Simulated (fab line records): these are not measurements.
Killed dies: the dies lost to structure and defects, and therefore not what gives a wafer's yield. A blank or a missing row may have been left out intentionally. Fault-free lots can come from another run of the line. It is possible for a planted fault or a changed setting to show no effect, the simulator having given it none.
Matching of chambers :: flow nand-harc :: NHARC_P_M2_CMP_23 on cmp-03 has 4 sister chambers
The step polishes, t overpolish 20 s, target thk 144.3 nm. 4 wafers are shown with their chamber, then 11 later ones without.

WAFERS WITH THEIR CHAMBER
wafer: L080.2
chamber: 0
motor-current-A (A): 12.6

wafer: L087.2
chamber: 1
motor-current-A (A): 13.1

wafer: L087.4
chamber: 3
motor-current-A (A): 10.7

wafer: L092.1
chamber: 2
motor-current-A (A): 15.7

WAFERS WITH NO CHAMBER GIVEN
wafer: L092.2
motor-current-A (A): 13.1

wafer: L092.5
motor-current-A (A): 11.6

wafer: L093.2
motor-current-A (A): 10.2

wafer: L093.4
motor-current-A (A): 12.0

wafer: L093.5
motor-current-A (A): 15.0

wafer: L094.1
motor-current-A (A): 12.8

wafer: L094.3
motor-current-A (A): 13.3

wafer: L094.5
motor-current-A (A): 12.9

wafer: L097.2
motor-current-A (A): 12.9

wafer: L097.3
motor-current-A (A): 14.2

wafer: L097.4
motor-current-A (A): 12.8

EACH ONE'S CHAMBER
wafer: L092.2
from the rows above: can't be placed: 1 or 0
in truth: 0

wafer: L092.5
from the rows above: can't be placed: 3 or 0 or 1
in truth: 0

wafer: L093.2
from the rows above: 3
in truth: 3

wafer: L093.4
from the rows above: can't be placed: 0 or 1 or 3
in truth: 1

wafer: L093.5
from the rows above: 2
in truth: 2

wafer: L094.1
from the rows above: can't be placed: 0 or 1
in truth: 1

wafer: L094.3
from the rows above: can't be placed: 1 or 0
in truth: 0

wafer: L094.5
from the rows above: can't be placed: 1 or 0
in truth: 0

wafer: L097.2
from the rows above: can't be placed: 1 or 0
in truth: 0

wafer: L097.3
from the rows above: can't be placed: 1 or 2 or 0
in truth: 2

wafer: L097.4
from the rows above: can't be placed: 0 or 1
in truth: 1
Correctly placed: 2 of 11. These rows do not allow placing 9 (true chamber among the candidates in 9). Placed wrongly: 0.
How it was worked out, from the rows above alone: a wafer's distance from a chamber is the root of the sum, over the readings, of the square of ((its reading less the chamber's mean) divided by the reading's scatter). If the next closest chamber is less than 2 further off than the closest, the wafer can't be placed; otherwise it belongs to the closest. A chamber's mean is the mean of its shown wafers. The scatter (one wafer shown for each chamber): square how far every hidden wafer sits from the nearest shown wafer, average those squares and take the square root.
